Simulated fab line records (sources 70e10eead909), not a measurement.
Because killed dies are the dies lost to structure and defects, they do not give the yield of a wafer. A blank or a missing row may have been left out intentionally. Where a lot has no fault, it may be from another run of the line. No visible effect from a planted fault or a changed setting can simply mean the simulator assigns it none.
fab line records	flow nand-harc
record lots=5	wafers=15	last-day=22
route steps=1159 shown A_SGD_CUT@754 A_SLIT@779 END@1159
lots that met no fault: from a run of the same line without faults
start-h: hours from the record's first day to the start of the lot's first wafer shown	wait-h: hours from the lot's prior step to this one	" as in the row above	L1.1+2: several wafers, shown together as one row	- no value, or no start was given	* or withheld: withheld	< > ~ a bound
route shown NAME@n: NAME is a module with steps in the file, n the number in the route of the first one	usual: mean/standard deviation taken from wafers without a fault	same: alike in all rows	chamber/n: place in a boat	sites: each site's reading	_std_site: the standard deviation of these	_edge_site: inner sites' mean taken away from outer sites' mean	radius-mm: how far each site lies from the wafer's centre	mask NAME#n: copy n	behind: the most recent tool/chamber to have shaped the wafer	hold: cause of the lot's hold/its duration in hours/its outcome	device: names the non-switching transistor (n, p or np)	end of line: at the end of the route, the tests of the same wafers	step lacking rows: just its recipe	killed: the dies lost at the first sort to structure and to defects; this is not the yield of the wafer	map: the dies of a wafer, with x for killed, . for not killed, _ for no die there
set.NAME: the setting as run; set.NAME@STEP: as run at that earlier step	model.NAME: the simulator's own value behind a step, which no gauge read
lots seen at some steps along the route; tables by step, rows by wafer
services: when a tool's chamber went out of use (start-h, in hours from the record's first day, below 0 if earlier), for how many hours, and the reason
## steps
# step NHARC_A_SGD_CUT_EBR_05
# step NHARC_A_SGD_CUT_EXPOSE_06
# recipe na=1.35	dose-mj=85.59	mask-id=SGD
# step NHARC_A_SGD_CUT_PEB_07
# recipe peb-temp-c=100	peb-time-s=65
# step NHARC_A_SGD_CUT_DEVELOP_08
# recipe develop-time-s=35	dev-temp-c=23
# step NHARC_A_SGD_CUT_CD_MEAS_09
# recipe target-cd-nm=100	landing-energy-ev=500
# usual cd-nm=100.0/0.47
# same landing-energy-ev=500
lot.wafer	tool	chamber	start-h	wait-h	cd-nm
L606.1	cd-sem-01	0	317.64	-	99.4
L606.4	"	0	"	"	99.6
L606.6	"	0	"	"	99.7
L608.1	cd-sem-02	0	317.80	-	100.1
L608.4	"	0	"	"	100.0
L608.6	"	0	"	"	100.2
L607.1	cd-sem-01	0	318.02	-	100.1
L607.4	"	0	"	"	99.5
L607.5	"	0	"	"	100.1
L616.1	cd-sem-01	0	369.04	-	100.5
L616.5	"	0	"	"	100.1
L616.6	"	0	"	"	100.5
L619.1	cd-sem-02	0	380.51	-	100.0
L619.3	"	0	"	"	100.2
L619.4	"	0	"	"	99.7
# step NHARC_A_SGD_CUT_OVL_MEAS_10
# usual overlay-x-nm=0.1/0.59	overlay-y-nm=0.2/0.72
lot.wafer	tool	chamber	start-h	wait-h	overlay-x-nm	overlay-y-nm
L606.1	overlay-01	-	317.73	-	0.5	0.5
L606.4	"	-	"	"	0.6	0.7
L606.6	"	-	"	"	0.5	0.8
L608.1	overlay-02	-	317.89	-	-0.1	0.1
L608.4	"	-	"	"	-0.3	0.9
L608.6	"	-	"	"	-0.1	-0.3
L607.1	overlay-01	-	318.10	-	1.6	1.6
L607.4	"	-	"	"	0.3	1.6
L607.5	"	-	"	"	1.0	0.5
L616.1	overlay-01	-	369.13	-	-0.2	0.1
L616.5	"	-	"	"	-0.3	0.0
L616.6	"	-	"	"	0.0	-0.2
L619.1	overlay-02	-	380.60	-	-0.5	0.1
L619.3	"	-	"	"	-0.5	0.2
L619.4	"	-	"	"	0.1	0.5
# step NHARC_A_SGD_CUT_INSPECT_11
# usual raw-defect-count=16/8.2
lot.wafer	tool	chamber	start-h	wait-h	raw-defect-count
L606.1	defect-inspect-02	-	317.76	0.0	23
L606.4	"	-	"	"	16
L606.6	"	-	"	"	26
L608.1	defect-inspect-01	-	317.92	0.0	13
L608.4	"	-	"	"	27
L608.6	"	-	"	"	27
L607.1	defect-inspect-01	-	318.14	0.0	8
L607.4	"	-	"	"	9
L607.5	"	-	"	"	10
L616.1	defect-inspect-02	-	369.17	0.0	6
L616.5	"	-	"	"	7
L616.6	"	-	"	"	5
L619.1	defect-inspect-01	-	380.64	0.0	10
L619.3	"	-	"	"	6
L619.4	"	-	"	"	7
# step NHARC_A_SGD_CUT_DESCUM_14
# recipe time-s=3	o2-flow-sccm=200	ar-flow-sccm=0	bias-power-w=0	chemistry=O2
# step NHARC_A_SGD_CUT_ETCH_58
# recipe target-depth-a=390	over-etch-frac=0.3	time-s=65	ion-energy-ev=80	cf4-flow-sccm=150	ar-flow-sccm=0	rf-w=300	bias-w=100	chemistry=CF4
# step NHARC_A_SGD_CUT_ETCH_59
# recipe target-depth-a=2600	over-etch-frac=0.25	time-s=406.25	ion-energy-ev=200	n2-flow-sccm=150	h2-flow-sccm=150	ar-flow-sccm=0	rf-w=400	bias-w=150	chemistry=N2/H2
# usual bias-w=149.9/0.43	drypump-motor-current-A=5.8/0.49	oes-product-au=0.998/0.0098	rf-fwd-power-W=399.3/1.2	rf-vpp-V=429.2/2.5	showerhead-plenum-p-Torr=1.99/0.085	throttle-valve-pct=14.173/0.0089
lot.wafer	tool	chamber	start-h	wait-h	bias-w	drypump-motor-current-A	oes-product-au	rf-fwd-power-W	rf-hours-counter-h	rf-vpp-V	showerhead-plenum-p-Torr	throttle-valve-pct
L606.4	rie-diel-08	2	-	-	150.5	6.0	1.001	398.5	1	430.6	2.07	14.164
L606.1	"	0	"	"	150.1	5.8	1.010	398.7	1	431.3	2.10	14.170
L606.6	"	2	"	"	150.6	6.0	0.991	400.1	-	431.6	2.07	14.180
L608.4	rie-diel-12	3	-	-	150.4	5.0	0.988	401.9	8	429.1	2.02	14.186
L608.1	"	2	"	"	148.9	5.3	0.974	397.9	7	427.7	1.91	14.180
L608.6	"	3	"	"	149.9	4.9	0.990	401.7	-	431.2	2.02	14.163
L607.4	rie-diel-04	3	-	-	149.7	6.3	1.002	399.7	3	426.2	1.90	14.167
L607.1	"	2	"	"	149.8	5.7	0.998	400.4	2	427.7	1.90	14.169
L607.5	"	0	"	"	150.1	5.9	0.994	401.1	-	433.3	2.16	14.177
L616.1	rie-diel-08	2	-	-	149.4	6.0	1.000	399.6	6	431.6	2.07	14.175
L616.5	"	0	"	"	149.5	5.9	0.994	397.6	-	432.2	2.10	14.167
L616.6	"	1	"	"	150.5	6.7	1.003	397.8	-	429.6	1.97	14.166
L619.1	rie-diel-04	2	-	-	150.0	5.7	1.008	397.8	10	425.1	1.90	14.167
L619.3	"	3	"	"	149.5	6.3	1.001	399.0	10	426.9	1.90	14.168
L619.4	"	0	"	"	150.0	5.9	1.000	399.1	10	433.7	2.16	14.160
# step NHARC_A_SGD_CUT_ETCH_15
# recipe target-depth-a=750	time-s=64.3	ch3f-flow-sccm=50	o2-flow-sccm=30	ar-flow-sccm=200	rf-w=500	bias-w=100	chemistry=CH3F/O2
# usual bias-w=99.93/0.27	drypump-motor-current-A=5.8/0.47	o2-flow-sccm=30.01/0.093	oes-product-au=0.961/0.013	rf-fwd-power-W=495.6/1.8	rf-vpp-V=263.0/1.6	showerhead-plenum-p-Torr=2.40/0.092	throttle-valve-pct=20.662/0.0081
lot.wafer	tool	chamber	start-h	wait-h	bias-w	drypump-motor-current-A	o2-flow-sccm	oes-product-au	rf-fwd-power-W	rf-hours-counter-h	rf-vpp-V	showerhead-plenum-p-Torr	throttle-valve-pct
L606.1	rie-diel-08	2	-	-	100.42	6.0	29.99	0.964	495.8	1	264.4	2.49	20.659
L606.4	"	0	"	"	99.24	5.8	29.85	0.963	495.1	1	265.5	2.53	20.653
L606.6	"	1	"	"	99.64	6.8	29.94	0.981	496.8	-	262.1	2.38	20.656
L608.1	rie-diel-12	0	-	-	99.87	5.5	29.94	0.977	492.6	8	261.6	2.36	20.668
L608.4	"	1	"	"	99.92	5.8	29.98	0.974	493.4	7	263.4	2.42	20.653
L608.6	"	1	"	"	99.91	5.8	29.95	0.980	495.4	-	262.5	2.42	20.660
L607.1	rie-diel-04	2	-	-	100.11	5.7	30.03	0.984	495.4	2	260.5	2.30	20.658
L607.4	"	0	"	"	99.81	5.9	30.08	0.963	494.8	3	264.9	2.59	20.665
L607.5	"	1	"	"	100.54	5.1	30.14	0.968	495.0	-	263.2	2.40	20.656
L616.1	rie-diel-08	1	-	-	100.07	6.7	30.13	0.950	493.2	6	264.0	2.38	20.666
L616.6	"	2	"	"	99.93	6.0	30.06	0.964	494.8	-	263.2	2.49	20.657
L616.5	"	3	"	"	99.64	5.9	30.01	0.971	492.9	-	261.8	2.35	20.672
L619.4	rie-diel-04	0	-	-	99.72	5.9	30.00	0.960	494.4	10	265.9	2.59	20.667
L619.1	"	1	"	"	100.07	5.1	30.07	0.950	497.2	10	263.0	2.39	20.660
L619.3	"	3	"	"	100.13	6.4	29.98	0.976	497.6	10	262.1	2.30	20.657
# step NHARC_A_SGD_CUT_ETCH_16
# recipe target-depth-a=3105	time-s=155.2	c4f8-flow-sccm=withheld	o2-flow-sccm=8	ar-flow-sccm=withheld	rf-w=600	bias-w=800	chemistry=C4F8/O2/Ar
# step NHARC_A_SGD_CUT_STRIP_60
# recipe c4f8-flow-sccm=withheld	o2-flow-sccm=8	ar-flow-sccm=withheld	bias-w=0	chemistry=C4F8/O2/Ar
lot.wafer	tool	chamber	start-h	wait-h
L606.4+1+6	rie-diel-08	3,0,1	318.54	-
L608.1+4+6	rie-diel-12	1,2,1	318.70	-
L607.4+1+5	rie-diel-04	3,1,3	318.92	-
L616.1+6+5	rie-diel-08	3,2,3	369.94	-
L619.3+1+4	rie-diel-04	1,2,3	381.46	-
# step NHARC_A_SGD_CUT_STRIP_17
# recipe o2-flow-sccm=500	ar-flow-sccm=0	bias-w=0	chemistry=O2
# usual drypump-motor-current-A=5.8/0.48	o2-flow-sccm=500.2/1.6	oes-product-au=0.997/0.0085	rf-vpp-V=57.5/0.78	showerhead-plenum-p-Torr=3.45/0.13	throttle-valve-pct=17.037/0.009
# same bias-w=0
lot.wafer	tool	chamber	start-h	wait-h	drypump-motor-current-A	o2-flow-sccm	oes-product-au	rf-hours-counter-h	rf-vpp-V	showerhead-plenum-p-Torr	throttle-valve-pct
L606.1	rie-diel-08	3	-	-	5.9	500.7	1.005	1	56.6	3.38	17.046
L606.4	"	1	"	"	6.8	500.5	0.996	1	58.7	3.42	17.029
L606.6	"	0	"	"	5.9	496.5	0.996	-	57.8	3.62	17.041
L608.4	rie-diel-12	2	-	-	5.3	500.2	0.975	7	56.1	3.33	17.032
L608.1	"	3	"	"	5.0	499.0	0.990	8	57.5	3.49	17.030
L608.6	"	2	"	"	5.3	498.2	0.987	-	58.4	3.33	17.039
L607.1	rie-diel-04	0	-	-	5.9	501.1	0.997	3	56.5	3.72	17.035
L607.4	"	1	"	"	5.1	500.4	0.997	3	58.4	3.44	17.038
L607.5	"	2	"	"	5.7	497.6	0.994	-	58.2	3.31	17.034
L616.1	rie-diel-08	2	-	-	6.0	500.0	1.006	6	58.1	3.57	17.050
L616.6	"	2	"	"	6.0	503.1	1.010	-	57.1	3.57	17.042
L616.5	"	3	"	"	5.9	499.1	1.004	-	57.1	3.37	17.031
L619.1	rie-diel-04	0	-	-	5.9	500.5	0.994	10	58.5	3.71	17.036
L619.4	"	2	"	"	5.7	500.0	1.022	10	57.5	3.30	17.044
L619.3	"	3	"	"	6.4	502.6	0.993	11	56.9	3.31	17.047
# step NHARC_A_SGD_CUT_PRECLEAN_18
# recipe time-s=*	temp-c=50	bath-age-min=0	chemistry=SC1
# step NHARC_A_SGD_CUT_SRD_19
# step NHARC_A_SGD_CUT_DEP_20
# recipe target-thk-a=1500	temp-c=65	material=SiO2
# step NHARC_A_SGD_CUT_ANNEAL_27
# recipe temp-c=450	time-s=1800
# step NHARC_A_SGD_CUT_CMP_21
# recipe target-thk-nm=148.19
# step NHARC_A_SGD_CUT_THK_MEAS_22
# recipe thk-meas-gauge=ellipsometry
# usual thk-nm=147.9/1.4
lot.wafer	tool	chamber	start-h	wait-h	thk-nm
L606.1	film-metro-02	-	326.38	0.2	144.3
L606.4	"	-	"	"	145.5
L606.6	"	-	"	"	145.7
L608.1	film-metro-01	-	326.40	0.2	148.6
L608.4	"	-	"	"	147.6
L608.6	"	-	"	"	148.7
L607.1	film-metro-02	-	326.54	0.2	148.6
L607.4	"	-	"	"	147.7
L607.5	"	-	"	"	147.9
L616.1	film-metro-02	-	375.35	0.2	149.1
L616.5	"	-	"	"	146.6
L616.6	"	-	"	"	148.2
L619.1	film-metro-01	-	387.35	0.2	145.9
L619.3	"	-	"	"	145.7
L619.4	"	-	"	"	146.9
# step NHARC_A_SGD_CUT_SRD_23
# step NHARC_A_SGD_CUT_ETCH_26
# recipe target-depth-a=458	chemistry=dHF	material=SiO2
# step NHARC_A_SGD_CUT_ETCHBACK_24
# recipe target-depth-a=500	over-etch-frac=0.3	time-s=92.857	ion-energy-ev=120	ch3f-flow-sccm=50	o2-flow-sccm=30	ar-flow-sccm=200	rf-w=500	bias-w=100	chemistry=CH3F/O2
# step NHARC_A_SGD_CUT_STRIP_28
# recipe time-s=20	o2-flow-sccm=500	ar-flow-sccm=0	bias-w=0	chemistry=O2
# step NHARC_A_SLIT_DEP_25
# recipe target-thk-a=2000	temp-c=400	pressure-torr=6.5	rf-w=900	teos-flow-sccm=161.4	flow-sccm=2650	target-thk-nm=200	gas=O2	material=SiO2
# usual heater-power-outer-w=355/120	heater-power-w=622/120	rf-fwd-power-W=896.9/2.7	throttle-valve-pct=15.8/0.52
lot.wafer	tool	chamber	start-h	wait-h	heater-power-outer-w	heater-power-w	rf-fwd-power-W	throttle-valve-pct
L606.1	pecvd-04	1	326.92	0.1	298	621	896.4	16.5
L606.4	"	1	"	"	301	606	896.0	16.2
L606.6	"	2	"	"	432	654	893.4	15.3
L608.1	pecvd-01	2	327.06	0.1	347	657	897.7	15.3
L608.4	"	1	"	"	389	670	895.9	16.2
L608.6	"	2	"	"	369	631	891.2	15.5
L607.1	pecvd-03	0	327.22	0.1	232	470	900.8	15.1
L607.4	"	2	"	"	515	723	896.8	15.4
L607.5	"	0	"	"	246	467	896.0	15.2
L616.1	pecvd-01	1	376.11	0.3	397	691	893.2	16.0
L616.5	"	1	"	"	419	705	893.8	16.1
L616.6	"	0	"	"	267	568	896.0	16.8
L619.3	pecvd-01	1	388.30	0.4	431	746	897.2	16.3
L619.1	"	2	"	"	326	602	892.1	15.3
L619.4	"	0	"	"	280	558	895.2	16.7
# step NHARC_A_SLIT_DEP_00
# recipe target-thk-a=32000	temp-c=400	material=aC
# step NHARC_A_SLIT_DEP_23
# recipe target-thk-a=1000	target-thk-nm=100	temp-c=400	pressure-torr=3.5	flow-sccm=200	rf-w=350	material=SiON
# step NHARC_A_SLIT_DEHYDRATE_01
# recipe temp-c=150	time-s=120
# step NHARC_A_SLIT_HMDS_02
# recipe time-s=30
# step NHARC_A_SLIT_COAT_03
# recipe spin-rpm=1500	resist-thk-nm=90
# step NHARC_A_SLIT_SOFTBAKE_04
# recipe temp-c=105	time-s=55
# step NHARC_A_SLIT_EBR_05
# step NHARC_A_SLIT_EXPOSE_06
# recipe na=1.35	dose-mj=60.82	mask-id=SLIT
# step NHARC_A_SLIT_PEB_07
# recipe peb-temp-c=100	peb-time-s=65
# step NHARC_A_SLIT_DEVELOP_08
# recipe develop-time-s=35	dev-temp-c=23
# step NHARC_A_SLIT_CD_MEAS_09
# recipe target-cd-nm=300	landing-energy-ev=500
# usual cd-nm=299.7/0.44
# same landing-energy-ev=500
lot.wafer	tool	chamber	start-h	wait-h	cd-nm
L606.1	cd-sem-02	0	331.73	-	300.1
L606.4	"	0	"	"	300.3
L606.6	"	0	"	"	300.3
L608.1	cd-sem-01	0	331.89	-	300.0
L608.4	"	0	"	"	299.6
L608.6	"	0	"	"	300.1
L607.1	cd-sem-01	0	332.05	-	298.7
L607.4	"	0	"	"	300.3
L607.5	"	0	"	"	300.1
L616.1	cd-sem-01	0	379.08	-	299.9
L616.5	"	0	"	"	299.7
L616.6	"	0	"	"	299.7
L619.1	cd-sem-01	0	391.61	-	300.3
L619.3	"	0	"	"	300.3
L619.4	"	0	"	"	299.4
# step NHARC_A_SLIT_OVL_MEAS_10
# usual overlay-x-nm=0.2/0.73	overlay-y-nm=0.2/0.78
lot.wafer	tool	chamber	start-h	wait-h	overlay-x-nm	overlay-y-nm
L606.1	overlay-01	-	331.82	-	0.6	0.9
L606.4	"	-	"	"	0.5	1.1
L606.6	"	-	"	"	0.5	0.9
L608.1	overlay-01	-	331.98	-	0.0	-1.5
L608.4	"	-	"	"	0.8	-0.7
L608.6	"	-	"	"	0.3	-1.5
L607.1	overlay-01	-	332.14	-	1.3	0.8
L607.4	"	-	"	"	0.6	0.7
L607.5	"	-	"	"	0.3	0.9
L616.1	overlay-02	-	379.17	-	-0.9	-0.3
L616.5	"	-	"	"	-0.7	0.1
L616.6	"	-	"	"	-0.8	0.4
L619.1	overlay-02	-	391.70	-	0.5	-0.5
L619.3	"	-	"	"	0.4	-1.2
L619.4	"	-	"	"	1.1	-0.9
# step NHARC_A_SLIT_DESCUM_14
# recipe time-s=3	o2-flow-sccm=200	ar-flow-sccm=0	bias-power-w=0	chemistry=O2
# step NHARC_A_SLIT_ETCH_24
# recipe target-depth-a=1210	time-s=60.5	cf4-flow-sccm=100	chf3-flow-sccm=30	ar-flow-sccm=0	rf-w=500	bias-w=200	chemistry=CF4/CHF3
# step NHARC_A_SLIT_ETCH_15
# recipe target-depth-a=32000	over-etch-frac=0.3	time-s=832	ion-energy-ev=150	o2-flow-sccm=400	cos-flow-sccm=20	ar-flow-sccm=0	rf-w=500	bias-w=300	chemistry=O2/COS
# usual bias-w=299.9/0.83	drypump-motor-current-A=5.7/0.47	o2-flow-sccm=400.0/1.2	oes-product-au=0.998/0.012	rf-fwd-power-W=499.1/1.5	rf-vpp-V=313.6/1.8	showerhead-plenum-p-Torr=3.09/0.11	throttle-valve-pct=28.330/0.0095
lot.wafer	tool	chamber	start-h	wait-h	bias-w	drypump-motor-current-A	o2-flow-sccm	oes-product-au	rf-fwd-power-W	rf-hours-counter-h	rf-vpp-V	showerhead-plenum-p-Torr	throttle-valve-pct
L608.1	rie-diel-09	0	-	-	299.6	5.2	398.2	0.968	498.1	4	312.7	3.00	28.318
L608.4	"	1	"	"	299.6	5.1	397.5	0.998	499.7	4	315.6	3.22	28.335
L608.6	"	1	"	"	300.5	5.1	398.5	1.008	498.5	-	316.2	3.22	28.337
L606.4	rie-diel-10	0	-	-	298.6	6.1	401.2	0.993	501.6	11	315.2	3.19	28.336
L606.1	"	1	"	"	301.6	5.4	400.8	0.991	495.6	11	315.9	3.30	28.334
L606.6	"	0	"	"	299.6	6.1	399.8	0.990	499.7	-	314.9	3.19	28.325
L607.1	rie-diel-09	0	-	-	300.7	5.2	400.6	0.971	500.0	4	312.1	3.00	28.321
L607.4	"	1	"	"	299.6	5.1	398.6	1.003	499.7	5	315.7	3.22	28.327
L607.5	"	3	"	"	299.3	6.2	399.9	1.001	498.6	-	312.4	3.03	28.330
L616.1	rie-diel-09	0	-	-	300.1	5.2	399.6	0.989	501.3	8	311.9	3.00	28.316
L616.5	"	0	"	"	300.5	5.2	401.1	0.986	498.6	-	312.0	3.00	28.322
L616.6	"	1	"	"	299.6	5.1	399.9	1.011	499.5	-	314.3	3.22	28.317
L619.3	rie-diel-02	3	-	-	299.7	6.0	398.8	0.998	500.1	4	315.1	3.11	28.332
L619.1	"	0	"	"	300.2	5.6	399.8	1.020	496.8	4	313.4	3.04	28.330
L619.4	"	2	"	"	298.7	6.0	400.3	1.023	502.6	3	313.9	3.11	28.328
# step NHARC_END_SORT_01
# recipe temp-c=25
# usual killed-at-array=21/8.9	killed-at-other=0.8/1.3	killed-at-periphery=3.6/2.4	killed-dies=26/8.9	killed-open=3.1/1.8	killed-short=1.9/1.3
# same gross-dies=677
lot.wafer	tool	chamber	start-h	wait-h	killed-at-array	killed-at-other	killed-at-periphery	killed-dies	killed-open	killed-short
L606.1	prober-01	0	446.10	2.5	28	0	1	29	2	1
L606.4	prober-01	0	448.56	3.5	17	0	1	18	1	0
L606.6	prober-01	0	450.20	4.1	29	0	1	30	2	2
L607.1	prober-02	0	446.15	2.5	19	0	6	25	3	1
L607.4	prober-02	0	448.51	3.4	22	0	0	22	6	1
L607.5	prober-02	0	449.29	3.6	15	0	1	16	2	2
L608.1	prober-02	0	453.87	2.5	34	0	4	38	3	5
L608.4	prober-02	0	456.25	3.4	39	0	5	44	4	5
L608.6	prober-02	0	457.84	4.0	35	0	1	36	2	4
L616.1	prober-02	0	493.81	2.5	68	0	5	73	5	3
L616.5	prober-02	0	496.96	3.7	67	0	7	74	2	1
L619.1	prober-01	0	515.71	2.5	13	0	2	15	1	3
L619.3	prober-01	0	517.32	3.1	12	1	11	24	1	3
L619.4	prober-01	0	518.13	3.4	15	1	4	20	1	1
# killed by level:class
L606.1 A_CHANNEL_HOLE_D1:chamber-film-flake=17 A_CONTACT:chamber-film-flake=5 A_STAIRCASE:chamber-film-flake=2 A_CHANNEL_FILL_D1:geometric-particle:open=1 A_CHANNEL_FILL_D1:geometric-particle:short=1 A_M0:geometric-particle:open=1 P_ZERO_WELL:chamber-film-flake=1 A_SLIT:chamber-film-flake=1
L607.1 A_SLIT:chamber-film-flake=8 A_CONTACT:chamber-film-flake=7 P_STI:chamber-film-flake=3 P_CONTACT:geometric-particle:open=2 A_ONON_D1:geometric-particle:open=1 A_CHANNEL_FILL_D1:geometric-particle:short=1 P_ZERO_WELL:chamber-film-flake=1 A_STAIRCASE:chamber-film-flake=1
L607.4 A_SLIT:chamber-film-flake=5 A_CHANNEL_HOLE_D1:chamber-film-flake=5 A_CHANNEL_FILL_D1:geometric-particle:open=2 A_STAIRCASE:chamber-film-flake=2 A_CONTACT:chamber-film-flake=2 A_ONON_D1:geometric-particle:open=1 A_SGD_CUT:geometric-particle:open=1 A_WL_FILL:geometric-particle:short=1
L606.4 A_CHANNEL_HOLE_D1:chamber-film-flake=12 A_STAIRCASE:chamber-film-flake=2 A_CONTACT:chamber-film-flake=2 P_STI:geometric-particle:open=1 A_M0:chamber-film-flake=1
L607.5 A_SLIT:chamber-film-flake=5 A_STAIRCASE:chamber-film-flake=3 A_CONTACT:chamber-film-flake=2 P_CONTACT:geometric-particle:short=1 A_CHANNEL_HOLE_D1:geometric-particle:short=1 A_CHANNEL_HOLE_D1:geometric-particle:open=1 A_M0:geometric-particle:open=1 A_CHANNEL_HOLE_D1:chamber-film-flake=1
L606.6 A_CHANNEL_HOLE_D1:chamber-film-flake=14 A_CONTACT:chamber-film-flake=4 A_CHANNEL_FILL_D1:chamber-film-flake=3 A_STAIRCASE:chamber-film-flake=3 P_CONTACT:geometric-particle:open=1 A_SOURCE_PLATE:geometric-particle:short=1 A_CHANNEL_FILL_D1:geometric-particle:short=1 A_CONTACT:geometric-particle:open=1
L608.1 A_CHANNEL_HOLE_D1:chamber-film-flake=11 A_CONTACT:chamber-film-flake=7 A_SLIT:chamber-film-flake=5 A_STAIRCASE:chamber-film-flake=3 A_WL_FILL:geometric-particle:short=2 P_STI:chamber-film-flake=2 A_WL_FILL:chamber-film-flake=2 P_GATE:geometric-particle:short=1
L608.4 A_CHANNEL_HOLE_D1:chamber-film-flake=16 A_SLIT:chamber-film-flake=7 A_STAIRCASE:chamber-film-flake=5 A_CONTACT:chamber-film-flake=5 P_CONTACT:geometric-particle:open=2 P_M0:geometric-particle:short=2 A_SOURCE_PLATE:geometric-particle:short=2 A_WL_FILL:chamber-film-flake=2
L608.6 A_CHANNEL_HOLE_D1:chamber-film-flake=21 A_CONTACT:chamber-film-flake=3 A_STAIRCASE:chamber-film-flake=2 A_SLIT:chamber-film-flake=2 P_M1:geometric-particle:short=1 A_CHANNEL_FILL_D1:geometric-particle:short=1 A_CHANNEL_FILL_D1:geometric-particle:open=1 A_WL_FILL:geometric-particle:short=1
L616.1 A_SGD_CUT:unspecified=54 A_CONTACT:chamber-film-flake=5 A_CHANNEL_HOLE_D1:chamber-film-flake=2 P_M0:geometric-particle:open=1 P_M1:geometric-particle:short=1 P_M1:geometric-particle:open=1 A_ONON_D1:geometric-particle:open=1 A_CHANNEL_HOLE_D1:geometric-particle:open=1
L616.5 A_SGD_CUT:unspecified=60 P_M1:chamber-film-flake=3 A_CONTACT:chamber-film-flake=3 P_M1:geometric-particle:open=2 P_ZERO_WELL:chamber-film-flake=2 A_CHANNEL_HOLE_D1:chamber-film-flake=2 A_CHANNEL_HOLE_D1:geometric-particle:short=1 A_STAIRCASE:chamber-film-flake=1
L619.1 A_CHANNEL_HOLE_D1:chamber-film-flake=6 A_CONTACT:chamber-film-flake=4 P_M0:geometric-particle:short=1 A_ONON_D1:geometric-particle:short=1 A_CONTACT:geometric-particle:short=1 A_CONTACT:geometric-particle:open=1 P_ZERO_WELL:chamber-film-flake=1
L619.3 P_M2:chamber-film-flake=8 A_CONTACT:chamber-film-flake=4 P_ZERO_WELL:chamber-film-flake=2 A_CHANNEL_HOLE_D1:chamber-film-flake=2 P_M0:geometric-particle:short=1 A_SGD_CUT:geometric-particle:short=1 A_SGD_CUT:geometric-particle:open=1 A_M1:geometric-particle:short=1
L619.4 A_CONTACT:chamber-film-flake=6 A_CHANNEL_HOLE_D1:chamber-film-flake=4 P_M2:chamber-film-flake=3 A_WL_FILL:chamber-film-flake=2 P_CONTACT:geometric-particle:short=1 A_CONTACT:geometric-particle:open=1 A_ZERO_WELL:chamber-film-flake=1 A_STAIRCASE:chamber-film-flake=1
# map L616.5 (x killed, . not)
____________.____________
_________......._________
_______..........._______
______.............______
_____.....x........._____
____.................____
____..............xx.____
___................x.x___
___.........x.......xx___
__..................xxx__
__...............x.xxxx__
_..................xxxxx_
_.................xxxxxx_
_.................xxxxxx_
_.................xxxxxx_
_.................xxxxxx_
...................xxxxxx
............x......xxxxxx
......................xxx
...................x...xx
.....................x...
_......................._
_......................._
_......................._
_......................._
_...........x...x......._
__..........x.........x__
__.....................__
___x............x.....___
___...................___
____.................____
____.................____
_____..............._____
______.......x.....______
_______.....x....._______
_________.x....._________
____________.____________
# map L606.6 (x killed, . not)
____________.____________
_________......._________
_______..........._______
______.............______
_____..............._____
____.................____
____..............x.x____
___......x............___
___....x..............___
__.....................__
__....x..............x.__
_......................._
_............x.........._
_....xxxx...x..........._
_x..x..................._
_......................._
......xx..............x..
....x...x............x...
....x....................
........x................
........................x
_......................._
_......................._
_...............x...x..._
_............x.........._
_..........x............_
__...........x.........__
__....................x__
___...................___
___...................___
____.................____
____.....x...........____
_____..............._____
______.............______
_______..........._______
_________......._________
____________.____________
## services
tool	chamber	start-h	hours	kind
rie-diel-09	3	297.50	4.9	repair
rie-diel-04	0	297.98	-	clean
rie-diel-04	1	297.98	-	clean
rie-diel-04	2	297.98	-	clean
rie-diel-04	3	297.98	-	clean
rie-diel-08	-	301.80	9.0	pm
rie-diel-08	0	301.80	9.0	vent-cycle
rie-diel-08	1	301.80	9.0	vent-cycle
rie-diel-08	2	301.80	9.0	vent-cycle
rie-diel-08	3	301.80	9.0	vent-cycle
rie-diel-12	-	304.08	0.4	repair
rie-diel-08	0	310.80	-	clean
rie-diel-08	1	310.80	-	clean
rie-diel-02	-	327.70	9.0	pm
pecvd-04	-	329.46	3.8	repair
pecvd-03	0	334.99	6.3	repair
rie-diel-09	1	335.48	13.0	repair
rie-diel-10	3	346.88	5.5	repair
rie-diel-10	-	353.50	9.0	pm
rie-diel-04	-	366.02	0.3	repair
pecvd-04	-	377.73	13.0	pm
rie-diel-12	-	379.40	9.0	pm
rie-diel-09	1	389.24	17.3	repair
rie-diel-10	0	390.80	8.5	repair
## key
first-sign step=NHARC_END_SORT_01	reading=killed-dies	direction=up	sigmas=5.3	usual=26	struck=74
effect step=NHARC_END_SORT_01	reading=killed-at-array	direction=up	sigmas=5.2	usual=21	struck=68
more-kills-born-at NHARC_A_SGD_CUT_STRIP_60@rie-diel-08=114
met-at NHARC_A_SGD_CUT_STRIP_60
struck-wafers L616.1,L616.5
tester-left-out L616
onset-between 318.54 369.94
fault kind=chamber-particle-source	tool=rie-diel-08	chamber=3	onset-h=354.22	steps=NHARC_A_SGD_CUT_STRIP_60	rate-per-visit-cm2=1.0048	end-h=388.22
# tester-left-out: of these lots the tester's yield and bins aren't shown, on N5 and GAA mostly nor the transistor test; their killed dies are dies lost to structure and defects alone, not to doping, threshold or leakage, so they don't give the yield
